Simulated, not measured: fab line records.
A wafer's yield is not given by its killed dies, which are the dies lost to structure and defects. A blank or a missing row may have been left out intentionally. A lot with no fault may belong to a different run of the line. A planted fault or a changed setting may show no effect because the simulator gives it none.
Matching of chambers + flow n5Finfet + rieDiel-02 running N5_BEOL_M4_ETCH_69: 4 sister chambers
The step etches SiARC in CF4, target depth 15.6 nm, time 26 s. 18 wafers are shown with their chamber, then 9 later ones without.

EACH WAFER AND ITS CHAMBER
| wafer  | chamber | showerheadPlenumPTorr (Torr) | drypumpMotorCurrentA (A) | throttleValvePct (%) |
|--------|---------|------------------------------|--------------------------|----------------------|
| L076.1 | 0       | 2.10                         | 5.7                      | 15.2                 |
| L076.3 | 1       | 2.20                         | 6.0                      | 15.7                 |
| L076.5 | 0       | 2.10                         | 5.7                      | 15.2                 |
| L079.3 | 2       | 2.26                         | 5.3                      | 15.1                 |
| L079.5 | 3       | 2.15                         | 5.8                      | 15.4                 |
| L079.6 | 0       | 2.09                         | 5.6                      | 15.3                 |
| L082.2 | 1       | 2.19                         | 6.0                      | 15.7                 |
| L082.3 | 3       | 2.15                         | 5.8                      | 15.4                 |
| L082.6 | 0       | 2.09                         | 5.6                      | 15.3                 |
| L083.2 | 3       | 2.15                         | 5.8                      | 15.4                 |
| L083.5 | 1       | 2.19                         | 6.0                      | 15.7                 |
| L083.6 | 2       | 2.26                         | 5.3                      | 15.1                 |
| L084.1 | 1       | 2.19                         | 6.0                      | 15.7                 |
| L084.3 | 2       | 2.26                         | 5.4                      | 15.1                 |
| L084.5 | 0       | 2.09                         | 5.7                      | 15.3                 |
| L089.1 | 0       | 2.08                         | 5.7                      | 15.3                 |
| L089.4 | 2       | 2.25                         | 5.3                      | 15.2                 |
| L089.6 | 3       | 2.14                         | 5.8                      | 15.4                 |

SIGNATURES (averages over the wafers above)
| reading               | chamber 0 | chamber 1 | chamber 2 | chamber 3 | scatter within a chamber |
|-----------------------|-----------|-----------|-----------|-----------|--------------------------|
| showerheadPlenumPTorr | 2.0917    | 2.1925    | 2.2575    | 2.1475    | 0.00603                  |
| drypumpMotorCurrentA  | 5.667     | 6.000     | 5.325     | 5.800     | 0.0386                   |
| throttleValvePct      | 15.267    | 15.700    | 15.125    | 15.400    | 0.0386                   |
Rule: a wafer's distance from a chamber is the root of the sum, over the readings, of the square of ((its reading less the chamber's mean) divided by the reading's scatter). If the next closest chamber is less than 2 further off than the closest, the wafer can't be placed; otherwise it belongs to the closest. The scatter: take each reading less its chamber's mean, square it, sum over the shown wafers, divide by the number of wafers less the number of chambers, and take the root.

WAFERS WITH NO CHAMBER GIVEN
| wafer  | showerheadPlenumPTorr (Torr) | drypumpMotorCurrentA (A) | throttleValvePct (%) |
|--------|------------------------------|--------------------------|----------------------|
| L094.1 | 2.14                         | 5.8                      | 15.4                 |
| L094.4 | 2.25                         | 5.3                      | 15.2                 |
| L094.5 | 2.14                         | 5.8                      | 15.4                 |
| L095.1 | 2.08                         | 5.7                      | 15.3                 |
| L095.3 | 2.25                         | 5.3                      | 15.2                 |
| L095.4 | 2.14                         | 5.8                      | 15.5                 |
| L096.3 | 2.08                         | 5.7                      | 15.3                 |
| L096.4 | 2.14                         | 5.8                      | 15.5                 |
| L096.6 | 2.14                         | 5.8                      | 15.5                 |

THE CHAMBER EACH PASSED THROUGH
| wafer  | from the rows above | in truth |
|--------|---------------------|----------|
| L094.1 | 3                   | 3        |
| L094.4 | 2                   | 2        |
| L094.5 | 3                   | 3        |
| L095.1 | 0                   | 0        |
| L095.3 | 2                   | 2        |
| L095.4 | 3                   | 3        |
| L096.3 | 0                   | 0        |
| L096.4 | 3                   | 3        |
| L096.6 | 3                   | 3        |
Correct placement for 9 of the 9. Number that these rows cannot place: 0. 0 placed wrongly.
